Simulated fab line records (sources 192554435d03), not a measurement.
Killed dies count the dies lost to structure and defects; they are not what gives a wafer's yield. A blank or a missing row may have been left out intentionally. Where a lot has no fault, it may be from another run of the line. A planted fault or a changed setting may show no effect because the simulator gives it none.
Which tool did it?    flow n5 finfet    14 lots, 40 wafers sampled, at 6 steps of a route of 1938

== WHAT THE GAUGES SHOWED, per wafer ==
N5_DUMMY_GATE_CD_MEAS_24 targets a cd of 15 nm.
lot   measured     on         cd nm (nm)
L315  day 3 13:12  cd sem-02  15.0 15.3 15.1
L314  day 3 17:04  cd sem-02  14.9 14.9 14.8
L316  day 3 23:06  cd sem-02  14.9 15.1 15.4
L317  day 4 03:07  cd sem-02  15.4 14.9 15.4
L318  day 4 04:53  cd sem-01  14.7 14.1 15.2
L319  day 4 11:02  cd sem-01  14.9 14.2 14.2
L320  day 4 15:51  cd sem-01  14.4 14.5 15.4
L322  day 5 05:28  cd sem-01  15.1 14.7 15.3
L323  day 5 10:47  cd sem-03  14.6 14.7 15.4
L325  day 6 08:44  cd sem-01  14.2 14.8 15.0
L326  day 6 12:02  cd sem-03  15.4 14.8 14.7
L327  day 6 12:59  cd sem-03  14.8 14.7 15.4
L332  day 7 16:22  cd sem-03  14.5 15.6
L334  day 8 06:11  cd sem-03  15.0 15.1

N5_SD_EPI_N_CD_MEAS_09 targets a cd of 120 nm.
lot   measured     on         cd nm (nm)
L315  day 3 14:46  cd sem-01  119.3 120.2 119.7
L314  day 3 18:27  cd sem-01  121.0 120.8 120.3
L316  day 4 00:16  cd sem-01  119.5 119.5 119.2
L317  day 4 04:31  cd sem-01  119.3 120.3 120.3
L318  day 4 06:18  cd sem-02  120.3 119.8 119.0
L319  day 4 12:30  cd sem-01  120.4 119.6 119.9
L320  day 4 17:09  cd sem-02  119.3 119.0 119.2
L322  day 5 06:45  cd sem-02  119.7 119.9 120.7
L323  day 5 11:58  cd sem-02  120.4 119.2 120.8
L325  day 6 09:56  cd sem-02  120.3 119.8 120.0
L326  day 6 13:26  cd sem-02  120.7 120.3 120.0
L327  day 6 14:20  cd sem-03  120.2 119.5 119.3
L332  day 7 17:32  cd sem-01  29.2 29.1
L334  day 8 07:21  cd sem-03  29.3 120.5

N5_SD_EPI_N_INSPECT_11: inspects for defects (macro).
lot   measured     on                 raw defect count
L315  day 3 14:49  defect inspect-01  2 1 1
L314  day 3 18:30  defect inspect-02  1 1 2
L316  day 4 00:20  defect inspect-01  0 1 2
L317  day 4 04:34  defect inspect-01  2 3 0
L318  day 4 06:21  defect inspect-01  3 6 3
L319  day 4 12:34  defect inspect-01  3 6 1
L320  day 4 17:12  defect inspect-01  3 1 2
L322  day 5 06:49  defect inspect-01  2 4 0
L323  day 5 12:01  defect inspect-01  0 1 3
L325  day 6 09:59  defect inspect-02  4 0 4
L326  day 6 13:29  defect inspect-02  1 1 0
L327  day 6 14:23  defect inspect-01  6 3 4
L332  day 7 17:35  defect inspect-01  3 1
L334  day 8 07:24  defect inspect-02  1 2

N5_BEOL_M4_RC_MEAS_101.
lot   measured      on         DIBL_N (mV/V)   DIBL_P (mV/V)   IOFF_N (nA/um)  IOFF_P (nA/um)  ION_N (uA/um)  ION_P (uA/um)  SS_N (mV/dec)   SS_P (mV/dec)   VT_N (mV)          VT_P (mV)
L315  day 8 19:38   prober-01  37.7 32.4 36.1  39.0 32.8 37.3  0.21 0.11 0.18  0.24 0.15 0.21  684 666 682    467 458 465    72.2 70.6 71.9  74.0 72.1 73.8  244.9 253.1 246.9  -249 -256 -250
L314  day 9 01:41   prober-02  37.2 34.4 36.1  37.9 34.7 36.9  0.19 0.15 0.16  0.27 0.20 0.24  674 675 679    466 464 473    71.7 72.2 72.1  73.9 72.8 74.3  244.5 250.0 250.0  -245 -248 -245
L316  day 8 22:56   prober-02  38.7 35.8 34.1  40.6 36.7 33.8  0.22 0.14 0.12  0.26 0.18 0.15  701 676 667    473 455 454    72.0 71.4 71.0  74.6 73.2 72.5  242.9 251.4 251.3  -248 -256 -256
L317  day 9 10:14   prober-02  36.0 37.9 35.0  36.5 39.2 35.4  0.17 0.21 0.15  0.24 0.29 0.21  691 684 684    468 471 469    71.0 71.7 70.8  73.2 74.4 73.2  248.1 245.2 249.1  -247 -246 -249
L318  day 10 00:26  prober-02  37.3 39.4 37.5  37.8 38.5 36.9  0.18 0.21 0.18  0.23 0.24 0.22  690 693 689    467 462 468    71.9 72.3 71.6  74.0 74.5 73.8  246.8 245.6 246.4  -249 -248 -249
L319  day 9 19:16   prober-02  36.6 37.9 38.8  35.3 38.5 38.1  0.14 0.18 0.19  0.16 0.22 0.21  663 684 681    449 464 463    72.0 72.4 71.7  72.9 74.1 74.2  253.8 248.7 249.6  -254 -253 -253
L320  day 10 00:10  prober-01  38.2 38.0 37.1  39.4 37.8 36.8  0.22 0.20 0.18  0.31 0.29 0.26  697 686 680    481 479 466    72.4 72.1 72.2  74.2 73.6 73.5  245.5 245.1 246.5  -244 -243 -247
L322  day 10 19:17  prober-01  35.6 38.3 34.8  35.8 37.0 34.9  0.15 0.19 0.14  0.20 0.23 0.19  675 691 678    466 470 464    71.2 71.7 70.5  73.9 73.9 72.2  249.1 249.9 250.8  -251 -249 -254
L323  day 10 19:43  prober-02  35.7 38.2 34.0  37.0 41.7 35.3  0.14 0.21 0.13  0.18 0.25 0.17  663 690 665    455 469 462    72.0 71.6 70.7  73.9 75.1 73.4  250.1 245.4 251.2  -254 -252 -255
L325  day 11 19:04  prober-02  39.2 37.0 38.2  40.1 38.1 39.8  0.20 0.16 0.20  0.23 0.19 0.23  673 679 686    452 458 465    72.7 71.3 72.0  74.4 74.2 74.5  249.5 249.1 248.2  -252 -253 -250
L326  day 12 19:37  prober-02  38.4 40.1 35.5  37.8 40.3 35.3  0.18 0.21 0.12  0.22 0.27 0.19  676 688 671    461 474 467    70.8 71.5 70.7  73.7 74.3 73.8  247.8 247.0 252.9  -251 -247 -252
L327  day 12 10:49  prober-02  37.6 37.6 37.3  37.8 37.0 37.4  0.16 0.15 0.16  0.18 0.17 0.17  674 673 676    456 459 453    71.8 71.1 71.5  73.2 72.8 72.9  250.6 250.8 248.5  -256 -256 -256
L334  day 14 06:10  prober-01  37.4            36.2            0.18            0.22            678            461            72.0            73.4            247.8              -251

== EACH LOT AND THE TOOL THAT RAN IT (in order: tool; ch and the chambers of the sampled wafers; start) ==
lot   N5_SPACER0_ALD_08                 N5_SD_EPI_N_PEB_07
L315  ald sin-04 ch 0,2,3, day 3 14:12  litho track-02 ch 0, day 3 14:41
L314  ald sin-01 ch 0,1,2, day 3 17:53  litho track-02 ch 0, day 3 18:23
L316  ald sin-03 ch 0,1,2, day 3 23:50  litho track-03 ch 0, day 4 00:12
L317  ald sin-01 ch 1,2,3, day 4 03:57  litho track-02 ch 0, day 4 04:26
L318  ald sin-04 ch 0,3, day 4 05:52    litho track-03 ch 0, day 4 06:14
L319  ald sin-04 ch 0,1,3, day 4 11:57  litho track-03 ch 0, day 4 12:26
L320  ald sin-04 ch 1,3, day 4 16:35    litho track-03 ch 0, day 4 17:05
L322  ald sin-03 ch 0,2,3, day 5 06:12  litho track-01 ch 0, day 5 06:41
L323  ald sin-01 ch 1,3, day 5 11:32    litho track-02 ch 0, day 5 11:54
L325  ald sin-01 ch 0,3, day 6 09:30    litho track-01 ch 0, day 6 09:52
L326  ald sin-03 ch 0,1,3, day 6 12:52  litho track-02 ch 0, day 6 13:22
L327  ald sin-03 ch 0,3, day 6 13:46    litho track-03 ch 0, day 6 14:16
L332  ald sin-01 ch 0,2, day 7 17:06    litho track-01 ch 0, day 7 17:28
L334  ald sin-01 ch 0,3, day 8 06:55    litho track-01 ch 0, day 8 07:17
- N5_SPACER0_ALD_08: deposits SiNx, target thk 2 nm.
- N5_SD_EPI_N_PEB_07: peb time 60 s.

== AS READ BY THE TOOLS THEMSELVES (means over the sampled wafers that have a number; for cases with no such wafer, the mark the record gives instead) ==
N5_SPACER0_ALD_08.
lot   tool        heater power w (W)
L315  ald sin-04  961
L314  ald sin-01  823
L316  ald sin-03  844
L317  ald sin-01  801
L318  ald sin-04  950
L319  ald sin-04  910
L320  ald sin-04  909
L322  ald sin-03  795
L323  ald sin-01  825
L325  ald sin-01  821
L326  ald sin-03  836
L327  ald sin-03  820
L332  ald sin-01  786
L334  ald sin-01  817

N5_SD_EPI_N_PEB_07.
lot   tool            chill plate temp C (C)  exhaust pa (Pa)  heater power total W (W)
L315  litho track-02  23.13                   45.2             176.0
L314  litho track-02  22.91                   44.3             174.3
L316  litho track-03  23.03                   44.4             174.8
L317  litho track-02  23.04                   45.5             176.4
L318  litho track-03  22.82                   45.0             176.7
L319  litho track-03  23.04                   46.5             175.3
L320  litho track-03  22.99                   45.1             176.7
L322  litho track-01  23.03                   44.1             177.5
L323  litho track-02  23.03                   44.9             175.7
L325  litho track-01  22.86                   46.2             175.0
L326  litho track-02  22.93                   44.9             176.4
L327  litho track-03  23.02                   44.5             174.4
L332  litho track-01  23.02                   44.0             460.9
L334  litho track-01  23.01                   45.1             323.9

== THE ANSWER, worked out from the rows above alone ==
Rule: what is usual is taken from the lots themselves. The widest of any qualifying gaps counts: lots, ordered by their means at a reading, are off when they make up no more than a third of the lots, leave a main group of 4 or more, and stand apart from it by 3 or more times the standard deviation of that group's means. If all means in a main group match to the digits the tables above print for the reading, that group is not used. Also off: a lot with no number at a reading for which 4 or more lots have one. The other lots that the step has rows for count as sound. After the gauges, taken in route order, come the tools' own readings; for these a lot's mean is taken, as printed above. The first step at which some lot is off is used, and at that step the reading that is off furthest; a lot without a number counts as furthest.
Off: L332, L334, at N5_SD_EPI_N_CD_MEAS_09 (cd nm). Main group: mean 119.9 nm, sd 0.39.
If a tool, at a process step before that reading, ran all the lots that are off and no sound lot after the first of them, it fits. Not tried: the gauges at N5_SD_EPI_N_CD_MEAS_09; whatever is off there is also off at N5_SD_EPI_N_PEB_07, on other tools, and gauge error can't account for it. This does not decide it: 2 tools fit, namely ald sin-01 at N5_SPACER0_ALD_08 and litho track-01 at N5_SD_EPI_N_PEB_07.

== WHAT THE SIMULATOR HAD PUT IN ==
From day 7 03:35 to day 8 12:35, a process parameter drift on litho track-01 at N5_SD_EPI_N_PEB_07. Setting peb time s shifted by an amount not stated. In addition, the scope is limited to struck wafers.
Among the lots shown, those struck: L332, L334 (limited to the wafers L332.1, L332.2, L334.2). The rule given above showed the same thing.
